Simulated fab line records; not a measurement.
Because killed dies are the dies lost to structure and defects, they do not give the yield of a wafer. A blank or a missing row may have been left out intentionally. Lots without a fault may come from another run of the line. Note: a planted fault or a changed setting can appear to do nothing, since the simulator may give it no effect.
Matching of chambers -- flow n5 finfet -- rie diel-04 running N5_BEOL_M1_ETCH_69: 4 sister chambers
The step etches SiARC in CF4, target depth 15.6 nm, time 26 s. 14 wafers are shown with their chamber, then 7 later ones without.

== EACH WAFER AND ITS CHAMBER ==
wafer,chamber,drypump motor current A (A),throttle valve pct (%),oes product au (a.u.)
L079.1,0,6.3,15.55,0.63
L079.3,1,5.4,15.83,0.73
L079.5,2,4.8,15.46,0.63
L081.1,0,6.3,15.55,0.62
L081.2,1,5.4,15.85,0.73
L081.3,2,4.7,15.47,0.62
L084.1,3,6.0,15.60,0.63
L084.3,1,5.4,15.84,0.73
L084.6,3,6.0,15.58,0.64
L085.2,0,6.3,15.57,0.63
L085.5,0,6.3,15.56,0.62
L085.6,1,5.4,15.85,0.73
L087.1,0,6.3,15.56,0.62
L087.4,2,4.7,15.49,0.62

SIGNATURES (averages over the wafers above)
reading,chamber 0,chamber 1,chamber 2,chamber 3,scatter within a chamber
drypump motor current A,6.300,5.400,4.733,6.000,0.0258
throttle valve pct,15.5580,15.8425,15.4733,15.5900,0.0111
oes product au,0.6240,0.7300,0.6233,0.6350,0.00486
Rule: distance of a wafer from a chamber = root of the sum over the readings of ((wafer's reading minus chamber's mean) / reading's scatter) squared. The wafer belongs to the nearest chamber; if the next one is less than 2 further off, it can't be placed. The scatter is the square root of a quotient: the sum, over the shown wafers, of each reading's squared deviation from its chamber's mean, divided by wafers minus chambers.

== WAFERS WITH NO CHAMBER GIVEN ==
wafer,drypump motor current A (A),throttle valve pct (%),oes product au (a.u.)
L087.5,5.4,15.86,0.72
L088.2,4.8,15.49,0.62
L088.3,5.3,15.84,0.72
L088.5,5.3,15.88,0.72
L097.1,4.8,15.52,0.61
L097.3,5.4,15.88,0.70
L097.6,6.0,15.64,0.62

== THE CHAMBER EACH PASSED THROUGH ==
wafer,from the rows above,in truth
L087.5,1,1
L088.2,2,2
L088.3,1,1
L088.5,1,1
L097.1,2,2
L097.3,1,1
L097.6,3,3
7 of 7 placed correctly. Can't be placed from these rows: 0. Placed wrongly: 0.
